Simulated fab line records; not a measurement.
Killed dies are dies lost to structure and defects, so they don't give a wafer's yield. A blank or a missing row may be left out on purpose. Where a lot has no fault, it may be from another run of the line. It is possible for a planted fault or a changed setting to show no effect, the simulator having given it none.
Which tool did it?    flow n5 finfet    Sampling: 11 lots, 33 wafers, 4 of 1938 route steps

WHAT THE GAUGES READ, wafer by wafer
N5_PASSIVATION_OVL_MEAS_66.
lot   measured      on          PASS_OPEN_OVL (nm)
L156  day 11 23:43  overlay-01  7 10 7
L157  day 12 10:56  overlay-02  4 1 8
L159  day 12 17:43  overlay-02  -1 11 12
L163  day 13 22:14  overlay-02  -10 -2 -1
L164  day 14 15:12  overlay-02  3 2 -5
L167  day 15 04:22  overlay-02  0 -2 5
L169  day 15 08:43  overlay-01  -5 3 11
L170  day 16 06:14  overlay-01  -7 -5 6
L172  day 16 11:39  overlay-02  3 7 7
L176  day 17 22:31  overlay-02  1 5 5
L178  day 18 02:49  overlay-01  0 -1 5

WHICH TOOL RAN EACH LOT (tool, then ch and the chambers of the sampled wafers, then the start)
lot   N5_BEOL_M5_SPUTTER_90         N5_PASSIVATION_PASS_ETCH_74         N5_PASSIVATION_PECVD_35
L156  pvd sputter-03, day 8 11:06   rie diel-02 ch 0,1, day 11 20:28    pecvd-01 ch 0,1, day 11 23:15
L157  pvd sputter-02, day 8 14:02   rie diel-02 ch 0,2,3, day 12 07:32  pecvd-02 ch 0,1,2, day 12 10:28
L159  pvd sputter-01, day 8 20:02   rie diel-06 ch 3, day 12 14:02      pecvd-04 ch 0,1, day 12 17:08
L163  pvd sputter-02, day 10 00:40  rie diel-02 ch 0,3, day 13 18:52    pecvd-01 ch 0,1,2, day 13 21:39
L164  pvd sputter-01, day 10 06:21  rie diel-02 ch 0,1,3, day 14 10:29  pecvd-04 ch 0,1,2, day 14 14:37
L167  pvd sputter-01, day 11 05:46  rie diel-06 ch 0,3, day 15 01:11    pecvd-02 ch 0,1, day 15 03:47
L169  pvd sputter-01, day 11 19:35  rie diel-06 ch 0,2,3, day 15 04:49  pecvd-04 ch 1,2, day 15 08:08
L170  pvd sputter-01, day 12 18:55  rie diel-01 ch 0,1,2, day 16 02:54  pecvd-04 ch 0,1, day 16 05:46
L172  pvd sputter-03, day 13 03:08  rie diel-02 ch 0,1, day 16 08:22    pecvd-01 ch 0,1,2, day 16 11:11
L176  pvd sputter-02, day 14 00:28  rie diel-01 ch 0,2, day 17 18:56    pecvd-02 ch 0,1, day 17 22:03
L178  pvd sputter-03, day 14 16:07  rie diel-01 ch 0,2, day 17 22:25    pecvd-01 ch 0,2, day 18 02:10
- N5_BEOL_M5_SPUTTER_90: material Cu, target thk 4.5 nm, time 8.29 s.
- N5_PASSIVATION_PASS_ETCH_74: etches SiNx in CF4/O2, target depth 220 nm, time 110 s.
- N5_PASSIVATION_PECVD_35: deposits SiNx from SiH4/NH3/N2, target thk 700 nm, time 151.3 s.

THE ANSWER, worked out from the rows above alone
Rule: usual is defined by the lots themselves. The widest of any qualifying gaps counts: lots, ordered by their means at a reading, are off when they make up no more than a third of the lots, leave a main group of 4 or more, and stand apart from it by 3 or more times the standard deviation of that group's means. Not used: any main group whose means are identical at the precision the tables above print for the reading. A lot without any number at a reading at which 4 lots or more have one is off too. The other lots that the step has rows for count as sound.
Nothing can be told from this: no lot is off at any reading shown.

WHAT WAS PUT IN BY THE SIMULATOR
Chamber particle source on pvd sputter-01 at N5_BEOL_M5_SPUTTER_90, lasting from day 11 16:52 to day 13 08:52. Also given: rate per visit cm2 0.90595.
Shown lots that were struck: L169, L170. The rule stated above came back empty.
